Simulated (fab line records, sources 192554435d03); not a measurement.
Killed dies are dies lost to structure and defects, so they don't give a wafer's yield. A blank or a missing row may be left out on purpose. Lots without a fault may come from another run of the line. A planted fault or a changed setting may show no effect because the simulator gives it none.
Chamber matching | flow n5_finfet | N5_FIN_SAQP_PECVD_47 on pecvd-01: 3 sister chambers
The step deposits a-Si from SiH4/He, target thk 45 nm, time 36.3 s. 3 wafers are shown with their chamber, then 8 later ones without.

WAFERS WITH THEIR CHAMBER
wafer  | chamber | throttle_valve_pct (%)
L087.5 | 0       | 19.1
L087.6 | 2       | 17.9
L093.4 | 1       | 20.5

WAFERS WITHOUT THEIR CHAMBER
wafer  | throttle_valve_pct (%)
L093.5 | 17.6
L093.6 | 19.2
L094.2 | 17.7
L094.4 | 18.0
L094.5 | 19.2
L095.1 | 18.8
L095.3 | 18.0
L095.6 | 17.8

WHICH CHAMBER EACH WENT THROUGH
wafer  | from the rows above | in truth
L093.5 | 2                   | 2
L093.6 | 0                   | 0
L094.2 | 2                   | 2
L094.4 | 2                   | 2
L094.5 | 0                   | 0
L095.1 | 0                   | 0
L095.3 | 2                   | 2
L095.6 | 2                   | 2
Placed correctly: 8 of 8. Can't be placed from these rows: 0. Placed wrongly: 0.
How it was worked out, from the rows above alone: a wafer's distance from a chamber is the root of the sum, over the readings, of the square of ((its reading less the chamber's mean) divided by the reading's scatter). The wafer belongs to the nearest chamber; if the next one is less than 2 further off, it can't be placed. A chamber's mean is the mean of its shown wafers. The scatter: with one shown wafer a chamber, the root of the mean of the squares of how far each hidden wafer lies from its nearest shown one.
